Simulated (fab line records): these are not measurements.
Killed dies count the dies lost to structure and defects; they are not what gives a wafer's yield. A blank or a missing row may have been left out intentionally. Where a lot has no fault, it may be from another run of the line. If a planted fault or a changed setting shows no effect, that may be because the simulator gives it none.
One fault seen from 3 desks :: flow n5_finfet :: what lay behind the numbers comes last; until then each desk has only its own

== THE METROLOGY DESK ==
Lot by lot, what the gauges showed, no matter which tool ran the lot: averages of those sampled wafers that carry a number. If a lot's mean is further than 4 standard deviations from the usual mean, the lot is out of limits and carries the mark OUT (the distance appears in the brackets). Shown here are 7 of its 12 readings, the ones lying furthest out on some lot.
Columns: A = cd_nm at N5_PMOS_HMC_CHANNEL_EPI_CD_MEAS_09, usual 237.8 nm; B = DIBL_P at N5_BEOL_M4_RC_MEAS_101, usual 36.2 mV/V; C = IOFF_P at N5_BEOL_M4_RC_MEAS_101, usual 0.21 nA/um; D = ION_P at N5_BEOL_M4_RC_MEAS_101, usual 463 uA/um; E = SS_P at N5_BEOL_M4_RC_MEAS_101, usual 73.2 mV/dec; F = VT_N at N5_BEOL_M4_RC_MEAS_101, usual 250.2 mV; G = VT_P at N5_BEOL_M4_RC_MEAS_101, usual -251 mV
lot: L318
first seen here: day 1 22:58
A: 238.5
B: 37.4
C: 0.23
D: 461
E: 74.0
F: 251.6
G: -249

lot: L319
first seen here: day 2 04:59
A: 239.0
B: 36.6
C: 0.22
D: 468
E: 73.9
F: 250.1
G: -251

lot: L324
first seen here: day 3 11:01
A: 237.8
B: 35.9
C: 0.18
D: 455
E: 72.9
F: 251.6
G: -254

lot: L327
first seen here: day 4 05:08
A: 239.1
B: 35.2
C: 0.18
D: 461
E: 73.0
F: 252.4
G: -254

lot: L332
first seen here: day 5 12:02
A: 237.2
B: 37.7
C: 0.28
D: 475
E: 73.7
F: 246.5
G: -245

lot: L333
first seen here: day 5 17:38
A: 238.1
B: 32.7
C: 0.15
D: 448
E: 72.8
F: 255.0
G: -258
This desk's verdict: no lot among the 6 shows anything out of limits.

== DESK OF THE TOOL OWNER: rie_si-02 ==
The tool's own readings at N5_PMOS_HMC_CHANNEL_EPI_ETCH_38 (etches SiO2 in CF4, target depth 1.5 nm): means of the sampled wafers that have a number, for each lot that ran on this tool. If a lot's mean is further than 4 standard deviations from the usual mean, the lot is out of limits and carries the mark OUT (the distance appears in the brackets).
Columns: A = drypump_motor_current_A at N5_PMOS_HMC_CHANNEL_EPI_ETCH_38, usual 5.8 A; B = he_backside_leak_sccm at N5_PMOS_HMC_CHANNEL_EPI_ETCH_38, usual 2.8 sccm; C = oes_product_au at N5_PMOS_HMC_CHANNEL_EPI_ETCH_38, usual 1.002 a.u.; D = throttle_valve_pct at N5_PMOS_HMC_CHANNEL_EPI_ETCH_38, usual 21.73 %
lot: L319
first seen here: day 2 05:30
A: 6.1
B: 2.8
C: 1.020
D: 21.51

lot: L332
first seen here: day 5 12:34
A: 5.9
B: 2.9
C: 1.145 (+6.0) OUT
D: 21.49

lot: L333
first seen here: day 5 18:09
A: 6.6
B: 2.5
C: 1.174 (+7.2) OUT
D: 21.67
This desk's verdict: out of limits on L332, L333, starting with L332 at day 5 12:34 (oes_product_au at N5_PMOS_HMC_CHANNEL_EPI_ETCH_38). In limits: L319.

== THE DEFECT DESK ==
Counts from the inspections along the route, per lot, as means over the sampled wafers that have a number. If a lot's mean is further than 4 standard deviations from the usual mean, the lot is out of limits and carries the mark OUT (the distance appears in the brackets).
Columns: A = raw_defect_count at N5_PMOS_HMC_CHANNEL_EPI_INSPECT_11, usual 2.1
lot: L318
first seen here: day 1 23:02
A: 3.3

lot: L319
first seen here: day 2 05:02
A: 1.3

lot: L324
first seen here: day 3 11:04
A: 1.0

lot: L327
first seen here: day 4 05:11
A: 1.7

lot: L332
first seen here: day 5 12:05
A: 2.3

lot: L333
first seen here: day 5 17:41
A: 2.0
This desk's verdict: no lot among the 6 shows anything out of limits.

== PUT TOGETHER ==
The tool owner's desk could have raised an alarm at day 5 12:34, on L332, L333.
The metrology desk saw nothing out of limits.
No out-of-limits result turned up at the defect desk.
The metrology desk holds a record of L332, L333, inside its limits.
The defect desk has L332, L333 on record, within its limits.
The lots listed all ran N5_PMOS_HMC_CHANNEL_EPI_ETCH_38 on rie_si-02.

== WHAT THE SIMULATOR HAD PUT IN ==
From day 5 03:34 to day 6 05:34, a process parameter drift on rie_si-02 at N5_PMOS_HMC_CHANNEL_EPI_ETCH_38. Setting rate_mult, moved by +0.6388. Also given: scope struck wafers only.
Shown lots that were struck: L332, L333.
How many hours passed from the start of the fault until each desk's first out-of-limits reading: the tool owner's desk, 9.
